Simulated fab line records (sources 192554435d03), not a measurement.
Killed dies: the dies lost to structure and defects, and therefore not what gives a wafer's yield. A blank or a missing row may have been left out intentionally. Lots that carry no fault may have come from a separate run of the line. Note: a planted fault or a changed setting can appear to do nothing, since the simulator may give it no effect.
fab line records	flow n5-finfet
record lots=7	wafers=18	last-day=17
route steps=1938 shown BEOL_M2@911 BEOL_M4@1111 PASSIVATION@1936
lots that met no fault: from a run of the same line without faults
start-h: the number of hours between the record's first day and the start of the first shown wafer of the lot	wait-h: hours elapsed since this lot's preceding step	" as in the row above	L1.1+2: a single row standing in for several wafers	- no value present, or no start provided	* or withheld: withheld	< > ~ a bound
route shown NAME@n: NAME is a module with steps in the file, n the number in the route of the first one	usual: average and standard deviation across the fault-free wafers	same: alike in all rows	chamber/n: place in a boat	sites: each site's reading	_std_site: their standard deviation	_edge_site: outer sites' mean less inner sites'	radius-mm: for every site, how far away it sits from the centre of the wafer	mask NAME#n: copy n	behind: the most recent tool/chamber to have shaped the wafer	hold: what put the lot on hold/how long, in hours/how the hold closed	device: which transistor (n, p or np) failed to switch	end of line: tests run on the same wafers once the route is complete	for a step that has no rows: nothing shown but its recipe	killed: the dies lost at the first sort to structure and to defects; this is not the yield of the wafer	map: a wafer's dies, marking killed ones x, the rest . and places with no die _
set.NAME: setting as actually run; set.NAME@STEP: the setting as run at that earlier step	model.NAME: the simulator's own value behind a step, which no gauge read
lots at some steps of the route; a table a step, a row a wafer
services: the hour from which a tool's chamber was out of use, counted from the record's first day as start-h (under 0 if before that day), plus the number of hours and why
## steps
# step N5_BEOL_M2_ANNEAL_87
# recipe temp-c=400	time-s=240	ambient=vacuum
# step N5_BEOL_M2_SPUTTER_88
# recipe material=Cu	target-thk-a=45	temp-c=-20	chamber-pressure-pa=0.07	power-w=withheld	time-s=8.29
# step N5_BEOL_M2_ANNEAL_89
# recipe temp-c=400	time-s=240	ambient=vacuum
# step N5_BEOL_M2_SPUTTER_90
# recipe material=Cu	target-thk-a=45	temp-c=-20	chamber-pressure-pa=0.07	power-w=withheld	time-s=8.29
# step N5_BEOL_M2_ANNEAL_91
# recipe temp-c=400	time-s=240	ambient=vacuum
# usual heater-power-w=811/81
lot.wafer	tool	chamber	start-h	wait-h	heater-power-w
L496.2	pvd-sputter-01	-	165.46	0.0	806
L496.4	"	-	"	"	901
L496.6	"	-	"	"	931
L498.1	pvd-sputter-02	-	182.71	0.0	841
L498.2	"	-	"	"	668
L498.4	"	-	"	"	866
L505.4	pvd-sputter-03	-	229.04	0.0	726
L505.6	"	-	"	"	959
L506.2	pvd-sputter-02	-	233.38	0.0	845
L506.6	"	-	"	"	877
L507.4	pvd-sputter-03	-	237.97	0.0	937
L507.6	"	-	"	"	800
L511.1	pvd-sputter-03	-	263.23	0.0	726
L511.2	"	-	"	"	948
L511.5	"	-	"	"	811
L512.1	pvd-sputter-02	-	277.77	0.0	837
L512.2	"	-	"	"	697
L512.6	"	-	"	"	862
# step N5_BEOL_M2_SPUTTER_92
# recipe material=Cu	target-thk-a=45	temp-c=-20	chamber-pressure-pa=0.07	power-w=withheld	time-s=8.29
# step N5_BEOL_M2_ANNEAL_93
# recipe temp-c=400	time-s=240	ambient=vacuum
# usual heater-power-w=808/82
lot.wafer	tool	chamber	start-h	wait-h	heater-power-w
L496.2	pvd-sputter-01	-	165.71	0.0	799
L496.4	"	-	"	"	912
L496.6	"	-	"	"	920
L498.1	pvd-sputter-02	-	182.93	0.0	820
L498.2	"	-	"	"	691
L498.4	"	-	"	"	875
L505.4	pvd-sputter-03	-	229.26	0.0	708
L505.6	"	-	"	"	975
L506.2	pvd-sputter-02	-	233.60	0.0	839
L506.6	"	-	"	"	887
L507.4	pvd-sputter-03	-	238.19	0.0	957
L507.6	"	-	"	"	780
L511.1	pvd-sputter-03	-	263.45	0.0	724
L511.2	"	-	"	"	964
L511.5	"	-	"	"	802
L512.1	pvd-sputter-02	-	277.99	0.0	848
L512.2	"	-	"	"	683
L512.6	"	-	"	"	867
# step N5_BEOL_M2_SPUTTER_94
# recipe material=Cu	target-thk-a=45	temp-c=-20	chamber-pressure-pa=0.07	power-w=withheld	time-s=8.29
# usual chuck-gas-flow-sccm=1.26/0.05	throttle-valve-pct=29.9/1
lot.wafer	tool	chamber	start-h	wait-h	chuck-gas-flow-sccm	throttle-valve-pct
L496.2	pvd-sputter-01	-	165.86	0.1	1.24	29.7
L496.4	"	-	"	"	1.29	31.2
L496.6	"	-	"	"	1.20	31.0
L498.1	pvd-sputter-02	-	183.07	0.1	1.21	29.8
L498.2	"	-	"	"	1.32	31.5
L498.4	"	-	"	"	1.19	28.8
L505.4	pvd-sputter-03	-	229.40	0.1	1.27	31.9
L505.6	"	-	"	"	1.34	28.4
L506.2	pvd-sputter-02	-	233.74	0.1	1.39	29.5
L506.6	"	-	"	"	1.23	28.8
L507.4	pvd-sputter-03	-	238.33	0.1	1.22	28.4
L507.6	"	-	"	"	1.32	29.9
L511.1	pvd-sputter-03	-	263.59	0.1	1.24	31.8
L511.2	"	-	"	"	1.20	28.7
L511.5	"	-	"	"	1.25	29.5
L512.1	pvd-sputter-02	-	278.13	0.1	1.26	29.7
L512.2	"	-	"	"	1.38	31.4
L512.6	"	-	"	"	1.32	28.6
# step N5_BEOL_M2_ANNEAL_95
# recipe temp-c=400	time-s=240	ambient=vacuum
# usual heater-power-w=811/80
lot.wafer	tool	chamber	start-h	wait-h	heater-power-w
L496.2	pvd-sputter-01	-	165.95	0.0	802
L496.4	"	-	"	"	914
L496.6	"	-	"	"	942
L498.1	pvd-sputter-02	-	183.15	0.0	811
L498.2	"	-	"	"	679
L498.4	"	-	"	"	891
L505.4	pvd-sputter-03	-	229.48	0.0	720
L505.6	"	-	"	"	940
L506.2	pvd-sputter-02	-	233.82	0.0	843
L506.6	"	-	"	"	904
L507.4	pvd-sputter-03	-	238.41	0.0	949
L507.6	"	-	"	"	782
L511.1	pvd-sputter-03	-	263.67	0.0	707
L511.2	"	-	"	"	956
L511.5	"	-	"	"	772
L512.1	pvd-sputter-02	-	278.21	0.0	821
L512.2	"	-	"	"	676
L512.6	"	-	"	"	872
# step N5_BEOL_M2_SPUTTER_96
# recipe material=Cu	target-thk-a=45	temp-c=-20	chamber-pressure-pa=0.07	power-w=withheld	time-s=8.29
# step N5_BEOL_M2_ECD_50
# recipe material=Cu	target-thk-a=3000
# step N5_BEOL_M2_ANNEAL_51
# recipe temp-c=225	time-s=90	ambient=N2
# usual wafer_temp_C_max=225.8/0.31
lot.wafer	tool	chamber	start-h	wait-h	wafer_temp_C_max
L496.2	rtp-anneal-02	0	166.36	0.1	225.7
L496.4	"	0	"	"	226.2
L496.6	"	0	"	"	225.9
L498.1	rtp-anneal-01	0	183.64	0.2	225.7
L498.2	"	0	"	"	226.0
L498.4	"	0	"	"	225.8
L505.4	rtp-anneal-01	0	229.95	0.2	225.5
L505.6	"	0	"	"	225.4
L506.2	rtp-anneal-02	0	234.20	0.1	226.1
L506.6	"	0	"	"	226.2
L507.4	rtp-anneal-02	0	238.88	0.2	225.8
L507.6	"	0	"	"	225.7
L511.1	rtp-anneal-01	0	264.01	0.1	225.3
L511.2	"	0	"	"	225.4
L511.5	"	0	"	"	225.5
L512.1	rtp-anneal-01	0	278.64	0.2	225.9
L512.2	"	0	"	"	225.7
L512.6	"	0	"	"	225.7
# step N5_BEOL_M2_CMP_52
# recipe stop-on=SiOC	t-overpolish-s=6.8	down-force-psi=1	platen-rpm=50	clearing-platen-down-force-psi=1.5	clearing-platen-rpm=50	post-cmp-clean=cu-alkaline	target-thk-nm=40	clearing-platen-pad-velocity-m-s=0.99484	pad-velocity-m-s=0.99484
# usual barrier-field-endpoint-s=24.8/0.74	motor-current-A=5.9/0.58	overpolish-run-s=6.800/0.0084	slurry-filter-dp-kPa=13.50/0.13	time-to-endpoint-s=62/4
lot.wafer	tool	chamber	start-h	wait-h	barrier-field-endpoint-s	motor-current-A	overpolish-run-s	slurry-filter-dp-kPa	time-to-endpoint-s	model.SiOC_of_BEOL_M2_ILD_DEP_00.thk-nm
L496.4	cmp-01	1	166.63	0.1	25.2	5.1	6.792	13.61	67	79.2
L496.2	"	0	"	"	24.4	6.5	6.798	13.50	61	76.2
L496.6	"	2	"	"	23.5	5.4	6.805	13.67	61	76.4
L498.4	cmp-04	3	183.95	0.1	24.5	5.8	6.806	13.57	62	76
L498.2	"	0	"	"	24.0	5.5	6.806	13.39	58	75.4
L498.1	"	1	"	"	25.6	6.9	6.806	13.52	63	76.4
L505.4	cmp-01	2	230.19	0.2	13.7	5.6	6.805	13.58	34	74.6
L505.6	"	1	"	"	24.6	5.4	6.811	13.50	64	77
L506.2	cmp-01	0	234.56	0.3	13.4	5.9	6.814	13.59	31	71.8
L506.6	"	2	"	"	24.3	5.3	6.802	13.48	57	75
L507.4	cmp-01	3	239.12	0.2	13.9	6.3	6.806	13.45	32	74.2
L507.6	"	2	"	"	23.7	5.4	6.816	13.38	53	76.4
L511.1	cmp-04	0	264.38	0.3	25.6	5.5	6.785	13.44	62	76.2
L511.2	"	1	"	"	25.4	6.9	6.802	13.44	69	73.8
L511.5	"	3	"	"	25.5	5.7	6.796	13.54	67	74.6
L512.2	cmp-04	0	279.01	0.3	24.3	5.5	6.801	13.63	60	76.8
L512.1	"	1	"	"	26.0	6.9	6.808	13.52	68	74.4
L512.6	"	2	"	"	25.5	6.6	6.831	13.54	66	77.2
# step N5_BEOL_M4_RC_MEAS_101
# usual DIBL_N=37.5/2.5	DIBL_P=38/3.1	IOFF_N=0.19/0.059	IOFF_P=0.24/0.061	ION_N=679/16	ION_P=465/9.8	SS_N=72.0/0.8	SS_P=73.7/0.86	VT_N=248/4.5	VT_P=-249/3.5
lot.wafer	tool	chamber	start-h	wait-h	DIBL_N[mV/V]	DIBL_P[mV/V]	IOFF_N[nA/um]	IOFF_P[nA/um]	ION_N[uA/um]	ION_P[uA/um]	SS_N[mV/dec]	SS_P[mV/dec]	VT_N[mV]	VT_P[mV]
L496.2	prober-02	0	188.73	0.2	38.9	40	0.23	0.30	696	482	72.1	75.0	243	-243
L496.4	"	0	"	"	41.6	43	0.28	0.39	689	470	72.6	75.5	242	-244
L496.6	"	0	"	"	37.1	36	0.17	0.23	676	466	71.8	73.8	247	-248
L498.1	prober-01	0	215.28	0.0	39.4	41	0.22	0.28	692	471	72.9	74.1	248	-248
L498.2	"	0	"	"	42.2	45	0.33	0.38	704	473	73.8	75.4	241	-243
L498.4	"	0	"	"	42.3	44	0.35	0.34	714	472	74.2	75.5	240	-243
L505.4	prober-02	0	257.50	0.5	36.5	34	0.15	0.23	690	476	71.1	72.3	250	-245
L505.6	"	0	"	"	36.9	34	0.17	0.24	683	472	72.2	73.3	247	-243
L507.4	prober-01	0	258.53	0.5	35.1	36	0.16	0.20	672	458	71.7	73.9	248	-250
L507.6	"	0	"	"	37.7	40	0.23	0.27	679	459	72.7	74.4	244	-248
L506.2	prober-02	0	259.05	0.2	40.6	41	0.23	0.31	673	461	72.9	74.7	246	-246
L506.6	"	0	"	"	39.1	37	0.20	0.23	669	459	74.1	73.6	253	-251
L511.1	prober-02	0	287.84	0.0	35.9	35	0.16	0.20	680	467	71.3	72.4	251	-252
L511.2	"	0	"	"	39.5	39	0.25	0.27	697	469	72.4	74.1	241	-250
L511.5	"	0	"	"	37.6	37	0.19	0.24	690	466	71.6	73.2	246	-247
L512.1	prober-02	0	310.35	0.0	36.5	34	0.15	0.19	672	461	71.7	72.9	251	-251
L512.2	"	0	"	"	43.6	43	0.33	0.36	698	479	73.5	75.8	240	-243
L512.6	"	0	"	"	39.7	38	0.20	0.24	671	458	72.5	73.3	247	-248
# step N5_PASSIVATION_PROBE_49
# usual defect-limited-yield=91.0/1.4	killed_at_M0_to_M3=35/10	killed_at_M4_up=14/5.5	killed-at-contacts=13/5.6	killed-at-front-end=41/11	killed-at-other=4/3.4	killed-dies=106/16	killed-open=68/12	killed-short=35/7.3	sort_bin_4_leakage=0.3/2.1	sort_bin_5_function=5.3/0.89	sort_bin_6_memory=3.4/0.67	sort-n-pass=1070/28	sort-yield-pct=90.7/2.4
# same gross-dies=1180	killed-at-back-side=0	sort_bin_8_speed[%]=0
lot.wafer	tool	chamber	start-h	wait-h	defect-limited-yield[%]	killed_at_M0_to_M3	killed_at_M4_up	killed-at-contacts	killed-at-front-end	killed-at-other	killed-dies	killed-open	killed-short	sort_bin_4_leakage[%]	sort_bin_5_function[%]	sort_bin_6_memory[%]	sort-n-pass	sort-yield-pct[%]
L496.2	prober-02	-	304.68	0.1	91.9	32	14	16	31	3	96	56	34	0	4.9	2.7	1084	91.9
L496.4	prober-02	-	304.78	0.2	92.2	34	4	12	34	8	92	65	26	0.2	4.7	3.1	1086	92.0
L496.6	prober-02	-	304.88	0.3	89.3	47	12	21	44	2	126	80	41	0	6.4	3.6	1054	89.3
L498.1	prober-01	-	319.04	0.0	88.1	44	16	11	69	1	141	84	55	0	7.6	4.1	1039	88.1
L498.2	prober-01	-	319.09	0.1	90.3	37	13	13	50	1	114	70	42	1.9	5.9	3.1	1044	88.5
L498.4	prober-01	-	319.19	0.2	90.6	36	20	12	36	7	111	71	39	2.6	4.7	4.2	1038	88.0
L505.4	prober-02	-	379.53	0.2	90.8	24	12	12	51	9	108	58	43	0	4.9	3.3	1072	90.8
L505.6	prober-02	-	379.63	0.3	92.4	33	15	4	34	4	90	54	33	0	4.7	2.5	1090	92.4
L511.1	prober-02	-	403.02	0.0	92.5	29	8	8	40	4	89	56	31	0	4.4	2.8	1091	92.5
L511.2	prober-02	-	403.07	0.1	92.3	23	11	8	40	9	91	65	26	0	4.7	2.8	1089	92.3
L511.5	prober-02	-	403.22	0.2	91.6	40	14	5	36	4	99	58	38	0	5.5	2.6	1081	91.6
L512.1	prober-02	-	411.44	0.0	91.9	28	20	11	34	3	96	62	31	0	4.7	3.0	1084	91.9
L512.2	prober-02	-	411.49	0.1	89.5	43	15	17	47	2	124	87	33	1.6	6.4	3.9	1037	87.9
L512.6	prober-02	-	411.69	0.3	89.3	38	25	17	45	1	126	83	35	0	5.9	4.2	1054	89.3
# killed by level:class
L496.2 MOL_CONTACT_COAG:geometric-particle:open=11 BEOL_M2:geometric-particle:open=7 BEOL_M4:geometric-particle:open=6 BEOL_M1:geometric-particle:open=6 MOL_CONTACT_COAG:geometric-particle:short=5 FIN_SAQP:geometric-particle:open=4 GATE_CUT:geometric-particle:short=4 STARTING-WAFER:geometric-particle:short=4
L496.4 MOL_CONTACT_COAG:geometric-particle:open=10 FIN_SAQP:geometric-particle:open=8 BEOL_M0_SAQP:geometric-particle:open=8 BEOL_M1:geometric-particle:open=8 BEOL_M2:geometric-particle:open=6 STI_FIN_REVEAL:geometric-particle:open=5 GATE_CUT:geometric-particle:short=4 BEOL_M0_SAQP:geometric-particle:short=4
L496.6 MOL_CONTACT_COAG:geometric-particle:open=18 BEOL_M2:geometric-particle:open=15 FIN_SAQP:geometric-particle:open=11 FIN_SAQP:geometric-particle:short=9 BEOL_M1:geometric-particle:open=9 STI_FIN_REVEAL:geometric-particle:open=6 STARTING-WAFER:geometric-particle:short=6 BEOL_M0_SAQP:geometric-particle:short=5
L498.1 FIN_SAQP:geometric-particle:open=18 BEOL_M0_SAQP:geometric-particle:open=17 FIN_SAQP:geometric-particle:short=16 BEOL_M0_SAQP:geometric-particle:short=15 DUMMY_GATE:geometric-particle:open=10 MOL_CONTACT_COAG:geometric-particle:open=9 GATE_CUT:geometric-particle:short=8 BEOL_M2:geometric-particle:open=8
L498.2 FIN_SAQP:geometric-particle:short=13 MOL_CONTACT_COAG:geometric-particle:open=13 BEOL_M0_SAQP:geometric-particle:short=13 FIN_SAQP:geometric-particle:open=10 BEOL_M0_SAQP:geometric-particle:open=9 GATE_CUT:geometric-particle:short=7 DUMMY_GATE:geometric-particle:open=5 GATE_CUT:geometric-particle:open=5
L498.4 BEOL_M0_SAQP:geometric-particle:short=15 MOL_CONTACT_COAG:geometric-particle:open=12 BEOL_M4:geometric-particle:open=12 FIN_SAQP:geometric-particle:open=8 GATE_CUT:geometric-particle:short=7 BEOL_M0_SAQP:geometric-particle:open=7 GATE_CUT:geometric-particle:open=5 DUMMY_GATE:geometric-particle:open=4
L505.4 FIN_SAQP:geometric-particle:short=11 FIN_SAQP:geometric-particle:open=9 MOL_CONTACT_COAG:geometric-particle:open=9 HKMG_FIN:area-etch=7 GATE_CUT:geometric-particle:short=6 BEOL_M0:geometric-particle:open=6 BEOL_M0:geometric-particle:short=6 BEOL_M4:geometric-particle:open=6
L505.6 BEOL_M4:geometric-particle:open=9 BEOL_M0:geometric-particle:open=8 GATE_CUT:geometric-particle:short=7 FIN_SAQP:geometric-particle:short=6 FIN_SAQP:geometric-particle:open=6 BEOL_M0:geometric-particle:short=5 BEOL_M1:geometric-particle:open=5 STI_FIN_REVEAL:geometric-particle:open=4
L511.1 FIN_SAQP:geometric-particle:short=13 FIN_SAQP:geometric-particle:open=9 GATE_CUT:geometric-particle:open=6 MOL_CONTACT_COAG:geometric-particle:open=6 BEOL_M2:geometric-particle:open=6 BEOL_M0_SAQP:geometric-particle:short=5 BEOL_M0:geometric-particle:open=4 BEOL_M3:geometric-particle:open=4
L511.2 FIN_SAQP:geometric-particle:open=15 FIN_SAQP:geometric-particle:short=9 MOL_CONTACT_COAG:geometric-particle:open=8 BEOL_M0_SAQP:geometric-particle:open=7 BEOL_M3:geometric-particle:open=5 BEOL_M4:geometric-particle:open=4 STI_FIN_REVEAL:geometric-particle:open=3 STI_FIN_REVEAL:geometric-particle:short=3
L511.5 BEOL_M2:geometric-particle:open=12 FIN_SAQP:geometric-particle:short=8 STI_FIN_REVEAL:geometric-particle:open=7 BEOL_M0_SAQP:geometric-particle:short=7 BEOL_M4:geometric-particle:open=7 BEOL_M3:geometric-particle:open=5 FIN_SAQP:geometric-particle:open=4 GATE_CUT:geometric-particle:short=4
L512.1 BEOL_M3:geometric-particle:open=15 BEOL_M4:geometric-particle:open=13 STI_FIN_REVEAL:geometric-particle:open=10 MOL_CONTACT_COAG:geometric-particle:open=7 FIN_SAQP:geometric-particle:short=4 GATE_CUT:geometric-particle:short=4 MOL_CONTACT_COAG:geometric-particle:short=4 FIN_SAQP:geometric-particle:open=3
L512.2 BEOL_M2:geometric-particle:open=15 MOL_CONTACT_COAG:geometric-particle:open=13 BEOL_M3:geometric-particle:open=13 FIN_SAQP:geometric-particle:short=10 FIN_SAQP:geometric-particle:open=8 GATE_CUT:geometric-particle:short=8 BEOL_M1:geometric-particle:open=6 STARTING-WAFER:geometric-particle:open=6
L512.6 MOL_CONTACT_COAG:geometric-particle:open=13 STI_FIN_REVEAL:geometric-particle:open=12 BEOL_M4:geometric-particle:open=11 BEOL_M3:geometric-particle:open=10 FIN_SAQP:geometric-particle:open=9 FIN_SAQP:geometric-particle:short=7 BEOL_M0_SAQP:geometric-particle:short=7 BEOL_M0_SAQP:geometric-particle:open=6
## services
tool	chamber	start-h	hours	kind
cmp-01	-	200.65	0.3	repair
cmp-01	-	203.69	1.4	repair
cmp-04	-	214.51	0.7	repair
rtp-anneal-01	-	250.65	1.2	pm
## key
first-sign step=N5_BEOL_M2_CMP_52	reading=barrier-field-endpoint-s	direction=down	sigmas=15	usual=24.8	struck=13.6
effect step=N5_BEOL_M2_CMP_52	reading=time-to-endpoint-s	direction=down	sigmas=7.5	usual=*	struck=*
model-effect step=N5_BEOL_M2_CMP_52	value=SiOC_of_BEOL_M2_ILD_DEP_00.thk-nm	without=75.93	struck=73.53
met-at N5_BEOL_M2_CMP_52
struck-wafers L505.4,L506.2,L507.4
onset-between 166.63 230.19
fault kind=process-parameter-drift	tool=cmp-01	chamber=-	onset-h=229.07	steps=N5_BEOL_M2_CMP_52	channel=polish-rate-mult	offset=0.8	shape=step	end-h=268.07	scope=struck-wafers-only
